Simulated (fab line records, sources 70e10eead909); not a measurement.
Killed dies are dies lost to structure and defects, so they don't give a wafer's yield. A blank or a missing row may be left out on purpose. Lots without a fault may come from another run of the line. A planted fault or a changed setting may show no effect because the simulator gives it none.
Which tool did it? | flow nand_harc | 12 lots, 36 wafers sampled, at 6 steps of a route of 1302

WHAT THE GAUGES READ, wafer by wafer
NHARC_P_GATE_CD_MEAS_59: target cd 720 nm.
lot  | measured     | on        | cd_nm (nm)
L477 | day 5 17:28  | cd_sem-03 | 716.6 717.7 720.7
L480 | day 7 04:38  | cd_sem-03 | 719.4 720.8 720.9
L483 | day 7 23:18  | cd_sem-01 | 719.5 719.6 718.9
L484 | day 8 15:07  | cd_sem-03 | 716.7 718.7 718.1
L487 | day 9 15:05  | cd_sem-01 | 717.3 718.2 722.1
L488 | day 10 03:04 | cd_sem-02 | 719.3 715.1 717.0
L490 | day 11 17:04 | cd_sem-03 | 719.2 719.3 719.6
L493 | day 12 06:23 | cd_sem-03 | 717.0 716.5 716.0
L494 | day 12 18:27 | cd_sem-01 | 719.0 718.5 720.0
L496 | day 13 10:15 | cd_sem-01 | 721.6 721.1 720.4
L497 | day 13 15:30 | cd_sem-02 | 719.6 716.4 718.9
L499 | day 14 17:43 | cd_sem-01 | 720.8 721.7 720.4

NHARC_P_GATE_CD_MEAS_91: target cd 2000 nm.
lot  | measured     | on        | cd_nm (nm)
L477 | day 5 19:04  | cd_sem-03 | 1997.9 1997.6 1997.9
L480 | day 7 06:20  | cd_sem-02 | 1997.1 1996.9 2000.0
L483 | day 8 00:59  | cd_sem-03 | 2001.8 1999.8 2000.3
L484 | day 8 16:49  | cd_sem-03 | 1996.0 2001.7 1999.6
L487 | day 9 16:47  | cd_sem-02 | 2002.6 1998.7 1999.5
L488 | day 10 04:42 | cd_sem-02 | 1996.3 1998.2 1997.6
L490 | day 11 18:38 | cd_sem-03 | 2002.5 2000.3 1999.9
L493 | day 12 08:06 | cd_sem-01 | 2000.0 2000.2 1998.7
L494 | day 12 20:10 | cd_sem-03 | 1997.7 1999.6 1998.5
L496 | day 13 11:58 | cd_sem-03 | - - -
L497 | day 13 17:13 | cd_sem-03 | 1998.4 1997.7 1998.8
L499 | day 14 19:27 | cd_sem-01 | 2001.3 2000.7 1999.5

NHARC_END_SORT_01.
lot  | measured     | on        | defect_limited_yield (%) | killed_at_array | killed_at_other | killed_at_periphery | killed_dies | killed_open | killed_short | sort_bin_2_pct (%) | sort_bin_3_pct (%) | sort_bin_4_pct (%) | sort_n_pass | sort_rim_yield_pct (%) | sort_yield_pct (%)
L494 | day 31 05:44 | prober-01 | 91.0 88.8 88.8           | 61 75 72        | 0 0 1           | 0 1 3               | 61 76 76    | 1 1 7       | 3 1 2        | 2.7 3.2 5.2        | 0.7 1.0 0.6        | 5.6 6.9 5.5        | 616 601 601 | 90 93 94               | 91.0 88.8 88.8

WHICH TOOL RAN EACH LOT (tool, then ch and the chambers of the sampled wafers, then the start)
lot  | NHARC_P_GATE_ALD_36              | NHARC_P_GATE_DESCUM_48             | NHARC_P_GATE_EXPOSE_88
L477 | ald_sin-03 ch 0,1,3, day 5 06:17 | rie_diel-02 ch 0,1,2, day 5 15:53  | krf_scanner-02 ch 0, day 5 18:55
L480 | ald_sin-03 ch 1,2, day 6 15:35   | rie_diel-02 ch 0,1,2, day 7 03:00  | krf_scanner-02 ch 0, day 7 06:11
L483 | ald_sin-03 ch 1,2,3, day 7 13:15 | rie_diel-02 ch 0,2, day 7 21:50    | krf_scanner-01 ch 0, day 8 00:50
L484 | ald_sin-02 ch 0,1, day 8 02:49   | rie_diel-09 ch 1,2,3, day 8 13:32  | krf_scanner-02 ch 0, day 8 16:40
L487 | ald_sin-03 ch 1,2, day 9 02:44   | rie_diel-02 ch 0,1,2, day 9 13:31  | krf_scanner-01 ch 0, day 9 16:38
L488 | ald_sin-01 ch 0,3, day 9 14:53   | rie_diel-01 ch 0,2,3, day 10 01:27 | krf_scanner-02 ch 0, day 10 04:32
L490 | ald_sin-01 ch 1,3, day 11 04:57  | rie_diel-02 ch 1,2,3, day 11 15:28 | krf_scanner-02 ch 0, day 11 18:29
L493 | ald_sin-01 ch 0,3, day 11 18:02  | rie_diel-09 ch 0,2,3, day 12 04:47 | krf_scanner-01 ch 0, day 12 07:57
L494 | ald_sin-03 ch 0,1, day 12 06:14  | rie_diel-02 ch 0,1,2, day 12 16:53 | krf_scanner-02 ch 0, day 12 20:01
L496 | ald_sin-01 ch 0,1, day 12 23:02  | rie_diel-02 ch 0,2,3, day 13 08:42 | krf_scanner-01 ch 0, day 13 11:49
L497 | ald_sin-03 ch 0,3, day 13 03:16  | rie_diel-01 ch 0,2,3, day 13 13:54 | krf_scanner-04 ch 0, day 13 17:04
L499 | ald_sin-02 ch 0,1, day 14 05:30  | rie_diel-02 ch 1,2,3, day 14 16:08 | krf_scanner-04 ch 0, day 14 19:18
- NHARC_P_GATE_ALD_36: deposits SiNx, target thk 20 nm, pulse time 60 s, ald cycles 223.
- NHARC_P_GATE_DESCUM_48: chemistry O2, time 3 s.
- NHARC_P_GATE_EXPOSE_88: exposes mask P HVN, target cd 2000 nm.

WHAT THE TOOLS THEMSELVES READ (means of the sampled wafers that have a number; where no wafer has one, the mark that the record gives instead)
NHARC_P_GATE_ALD_36.
lot  | tool       | heater_power_w (W) | precursor_pulse_height_rel
L477 | ald_sin-03 | 811                | 0.990
L480 | ald_sin-03 | 792                | 0.995
L483 | ald_sin-03 | 844                | 1.014
L484 | ald_sin-02 | 800                | 0.986
L487 | ald_sin-03 | 771                | 0.977
L488 | ald_sin-01 | 816                | 1.010
L490 | ald_sin-01 | 844                | 1.013
L493 | ald_sin-01 | 825                | 0.977
L494 | ald_sin-03 | 766                | 1.002
L496 | ald_sin-01 | 803                | 1.014
L497 | ald_sin-03 | 787                | 0.976
L499 | ald_sin-02 | 831                | 0.987

NHARC_P_GATE_DESCUM_48.
lot  | tool        | drypump_motor_current_A (A) | oes_product_au (a.u.) | rf_vpp_V (V) | showerhead_plenum_p_Torr (Torr) | throttle_valve_pct (%)
L477 | rie_diel-02 | 5.7                         | 0.997                 | 57.1         | 1.83                            | 11.313
L480 | rie_diel-02 | 5.7                         | 1.003                 | 57.3         | 1.83                            | 11.315
L483 | rie_diel-02 | 5.4                         | 0.993                 | 58.0         | 1.81                            | 11.318
L484 | rie_diel-09 | 6.2                         | 1.002                 | 58.4         | 1.87                            | 11.316
L487 | rie_diel-02 | 5.7                         | 0.987                 | 57.2         | 1.83                            | 11.316
L488 | rie_diel-01 | 5.7                         | 0.997                 | 57.5         | 1.93                            | 11.309
L490 | rie_diel-02 | 5.7                         | 1.003                 | 57.2         | 1.88                            | 11.311
L493 | rie_diel-09 | 6.0                         | 1.011                 | 57.0         | 1.82                            | 11.317
L494 | rie_diel-02 | 5.7                         | 1.002                 | 57.6         | 1.83                            | 11.317
L496 | rie_diel-02 | 5.4                         | 1.006                 | 56.5         | 1.88                            | 11.321
L497 | rie_diel-01 | 5.7                         | 0.991                 | 57.6         | 1.92                            | 11.312
L499 | rie_diel-02 | 5.7                         | 1.007                 | 58.5         | 1.88                            | 11.312

THE ANSWER, worked out from the rows above alone
Rule: what is usual is taken from the lots themselves. Put in order of their means at a reading, lots are off if they are a third of the lots or fewer, leave a main group of 4 or more, and stand apart from it by a gap of 3 or more times the standard deviation of the main group's means; of several such gaps the widest counts. A main group whose means are all the same, to the digits that the tables above print for the reading, isn't used. A lot without any number at a reading at which 4 lots or more have one is off too. The other lots that the step has rows for count as sound. The gauges are gone through in route order, then the tools' own readings, and for those a lot's mean is taken as printed above. The first step at which some lot is off is used, and at that step the reading that is off furthest; a lot without a number counts as furthest.
Off: L496, at NHARC_P_GATE_CD_MEAS_91 (cd_nm). Without a number there: L496. The main group: mean 1999.2 nm, standard deviation 1.2.
A tool fits if, at a process step before that reading, it ran every lot that is off, and no sound lot after the first of them. The gauges at NHARC_P_GATE_CD_MEAS_91 are tried like those tools. Can't be told from this: 2 tools fit, ald_sin-01 at NHARC_P_GATE_ALD_36, krf_scanner-01 at NHARC_P_GATE_EXPOSE_88.

WHAT THE SIMULATOR HAD PUT IN
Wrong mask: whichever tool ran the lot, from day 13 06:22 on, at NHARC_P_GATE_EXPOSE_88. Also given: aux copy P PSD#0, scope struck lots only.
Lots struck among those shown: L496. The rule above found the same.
